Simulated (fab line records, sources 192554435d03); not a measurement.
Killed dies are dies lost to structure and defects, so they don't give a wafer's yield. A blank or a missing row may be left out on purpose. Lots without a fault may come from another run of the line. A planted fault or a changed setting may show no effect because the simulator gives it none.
Chamber matching | flow n5_finfet | N5_BEOL_M0_SAQP_ETCH_83 on rie_diel-04: 4 sister chambers
The step etches SiARC in CF4, target depth 39 nm, time 65 s. 4 wafers are shown with their chamber, then 9 later ones without.

WAFERS WITH THEIR CHAMBER
wafer  | chamber | showerhead_plenum_p_Torr (Torr)
L083.5 | 2       | 2.05
L086.2 | 3       | 2.11
L089.1 | 0       | 2.21
L089.6 | 1       | 2.18

WAFERS WITHOUT THEIR CHAMBER
wafer  | showerhead_plenum_p_Torr (Torr)
L091.4 | 2.04
L091.5 | 2.20
L091.6 | 2.11
L092.1 | 2.20
L092.3 | 2.04
L092.6 | 2.10
L094.4 | 2.10
L094.5 | 2.04
L094.6 | 2.10

WHICH CHAMBER EACH WENT THROUGH
wafer  | from the rows above     | in truth
L091.4 | 2                       | 2
L091.5 | can't be placed: 0 or 1 | 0
L091.6 | 3                       | 3
L092.1 | can't be placed: 0 or 1 | 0
L092.3 | 2                       | 2
L092.6 | 3                       | 3
L094.4 | 3                       | 3
L094.5 | 2                       | 2
L094.6 | 3                       | 3
Placed correctly: 7 of 9. Can't be placed from these rows: 2 (the true chamber is among the candidates in 2). Placed wrongly: 0.
How it was worked out, from the rows above alone: a wafer's distance from a chamber is the root of the sum, over the readings, of the square of ((its reading less the chamber's mean) divided by the reading's scatter). The wafer belongs to the nearest chamber; if the next one is less than 2 further off, it can't be placed. A chamber's mean is the mean of its shown wafers. The scatter: with one shown wafer a chamber, the root of the mean of the squares of how far each hidden wafer lies from its nearest shown one.
